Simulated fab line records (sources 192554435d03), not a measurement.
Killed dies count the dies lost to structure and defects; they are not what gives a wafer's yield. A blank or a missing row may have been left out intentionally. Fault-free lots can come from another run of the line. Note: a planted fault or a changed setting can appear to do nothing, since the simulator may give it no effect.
Split-lot experiment | flow n5-finfet | on a route of 1938 steps: 7 lots, 39 wafers read

ABOUT THE SPLIT
At N5_BEOL_M2_TRENCH_ETCH_37 (etches SiOC in C4F6/O2, target depth 55.555 nm, time 29.2 s), the setting time-s was moved away from the recipe's 29.2 s on 12 of the 39 wafers read, by -36.1% to +35.2%. This setting was run at the recipe's value on the other wafers.

FROM THE SPLIT TO THE READING: what the file shows between them, 8 steps
- N5_BEOL_M2_ETCH_41: etches SiCN in CH3F/O2, target depth 29.9 nm, time 52.5 s
- N5_BEOL_M2_STRIP_97: strips in N2/H2, time 10 s
- N5_BEOL_M2_OCD_MEAS_38
- N5_BEOL_M2_HM_STRIP_39: strips TiN in peroxide tin strip, target depth 25 nm, time 158 s
- N5_BEOL_M2_SRD_40: time 30 s
- N5_BEOL_M2_ECD_50: material Cu, target thk 300 nm
- N5_BEOL_M2_ANNEAL_51: time 90 s
- N5_BEOL_M2_CMP_52: polishes, stops on SiOC, t overpolish 6.8 s, target thk 40 nm

THE READING
M2_THK, in nm, at N5_BEOL_M2_THK_MEAS_53 (measures by xrf). A value of 38.3 nm with a standard deviation of 1.3 nm is what fault-free wafers of this fab line usually give.

wafer  | tool, chamber at the split | time-s as run, s | against the recipe | M2_THK, nm | against lot-mates on the recipe
L078.1 | rie-diel-01, 3             | 29.2             | recipe             | 37.9       | -
L078.2 | rie-diel-01, 1             | 36.93            | +26.5%             | 50.9       | +12.8
L078.3 | rie-diel-01, 0             | 29.2             | recipe             | 38.1       | -
L078.4 | rie-diel-01, 0             | 29.2             | recipe             | 38.4       | -
L078.5 | rie-diel-01, 1             | 36.93            | +26.5%             | 51.9       | +13.8
L078.6 | rie-diel-01, 3             | 36.93            | +26.5%             | 50.0       | +11.9
L079.4 | rie-diel-02, 0             | 29.2             | recipe             | 38.7       | -
L079.5 | rie-diel-02, 3             | 29.2             | recipe             | 40.0       | -
L079.6 | rie-diel-02, 0             | 29.2             | recipe             | 39.0       | -
L081.1 | rie-diel-02, 0             | 18.66            | -36.1%             | 16.7       | -21.0
L081.2 | rie-diel-02, 3             | 29.2             | recipe             | 37.5       | -
L081.3 | rie-diel-02, 2             | 29.2             | recipe             | 36.5       | -
L081.4 | rie-diel-02, 1             | 18.66            | -36.1%             | 18.1       | -19.6
L081.5 | rie-diel-02, 1             | 29.2             | recipe             | 39.0       | -
L081.6 | rie-diel-02, 2             | 18.66            | -36.1%             | 17.6       | -20.1
L084.1 | rie-diel-01, 2             | 29.2             | recipe             | 38.2       | -
L084.2 | rie-diel-01, 1             | 29.2             | recipe             | 35.8       | -
L084.3 | rie-diel-01, 0             | 29.2             | recipe             | 38.6       | -
L084.4 | rie-diel-01, 3             | 29.2             | recipe             | 35.0       | -
L084.5 | rie-diel-01, 3             | 29.2             | recipe             | 36.7       | -
L084.6 | rie-diel-01, 2             | 29.2             | recipe             | 37.2       | -
L085.1 | rie-diel-01, 1             | 29.2             | recipe             | 36.3       | -
L085.2 | rie-diel-01, 3             | 29.2             | recipe             | 37.5       | -
L085.3 | rie-diel-01, 2             | 29.2             | recipe             | 39.3       | -
L085.4 | rie-diel-01, 0             | 29.2             | recipe             | 38.8       | -
L085.5 | rie-diel-01, 2             | 29.2             | recipe             | 39.5       | -
L085.6 | rie-diel-01, 3             | 29.2             | recipe             | 38.8       | -
L095.1 | rie-diel-02, 0             | 39.47            | +35.2%             | 58.8       | +19.2
L095.2 | rie-diel-02, 2             | 39.47            | +35.2%             | 57.8       | +18.2
L095.3 | rie-diel-02, 3             | 29.2             | recipe             | 40.3       | -
L095.4 | rie-diel-02, 2             | 29.2             | recipe             | 39.1       | -
L095.5 | rie-diel-02, 3             | 39.47            | +35.2%             | 57.7       | +18.1
L095.6 | rie-diel-02, 0             | 29.2             | recipe             | 39.3       | -
L097.1 | rie-diel-01, 0             | 37.65            | +28.9%             | 55.8       | +17.8
L097.2 | rie-diel-01, 3             | 29.2             | recipe             | 36.0       | -
L097.3 | rie-diel-01, 2             | 37.65            | +28.9%             | 54.4       | +16.4
L097.4 | rie-diel-01, 2             | 29.2             | recipe             | 37.9       | -
L097.5 | rie-diel-01, 3             | 37.65            | +28.9%             | 50.9       | +12.9
L097.6 | rie-diel-01, 0             | 29.2             | recipe             | 40.1       | -

THE FIT
A straight line over all 39 wafers: M2_THK changes by +0.551 nm for each +1% of time-s; r = +0.99; the points scatter about the line by 1.5 nm.
The same after taking each lot's own level away (the mean of its wafers on the recipe; 39 wafers): +0.536 nm for each +1%; r = +0.99; scatter 1.2 nm.
According to that fit, moving time-s by its largest amount changes the reading by 19 nm.
Measured against the standard deviation above, the lots' own levels, which go from 36.92 to 39.57 nm, span 2.0 times it.
Consequently the slope shifts little with the lot-to-lot level, the two slopes agreeing.
Check: with one of the wafers moved furthest among these (-36.1%) left out of the fit, the line predicts -19.2 nm for it against its lot-mates. Against them it came out at -21 nm.

OTHER SPLITS ON THESE WAFERS
Before the reading, these wafers also passed through other splits. Each is held against what the fit with the lots' levels taken away leaves over:
other split on the same wafers         | wafers away from the commonest value | r with M2_THK (lot level and that fit taken away)
N5_SD_EPI_P_DESCUM_14 time-s           | 15                                   | +0.06
N5_MOL_CONTACT_COAG_ALD_131 ald-cycles | 15                                   | +0.06
N5_BEOL_M0_ALD_136 ald-cycles          | 15                                   | +0.01
N5_BEOL_M2_ALD_98 ald-cycles           | 9                                    | +0.09

THE WHOLE CHAIN: every reading that the file lists as answering this split, in the file's order
step                      | what it does                                                  | reading                                                                      | change (the file's fit)                                                           | r (the file's)
N5_BEOL_M2_TRENCH_ETCH_37 | etches SiOC in C4F6/O2, target depth 55.555 nm, time 29.2 s   | BEOL_M2.feature-depth-nm (the simulator's own value, which no gauge read)    | +0.551 nm for each +1% of the setting                                             | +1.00
N5_BEOL_M2_TRENCH_ETCH_37 | etches SiOC in C4F6/O2, target depth 55.555 nm, time 29.2 s   | etch.depth-nm (the simulator's own value, which no gauge read)               | +0.55 nm for each +1% of the setting                                              | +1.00
N5_BEOL_M2_OCD_MEAS_38    |                                                               | trench-depth-nm                                                              | +0.547 nm for each +1% of the setting                                             | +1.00
N5_BEOL_M2_CMP_52         | polishes, stops on SiOC, t overpolish 6.8 s, target thk 40 nm | Cu_of_BEOL_M2_ECD_50.thk-nm (the simulator's own value, which no gauge read) | +0.552 nm for each +1% of the setting                                             | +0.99
N5_BEOL_M2_THK_MEAS_53    | measures by xrf                                               | M2_THK                                                                       | +0.533 for each +1% of the setting                                                | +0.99
N5_BEOL_M2_RS_MEAS_58     | measures by four-point-probe                                  | M2_RS                                                                        | not straight: 1.97 at the lowest setting, 0.68 at the recipe, 0.40 at the highest | not given

THE FILE'S OWN FIT
M2_THK changes by +0.533 nm for each +1% of time-s, r = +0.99.
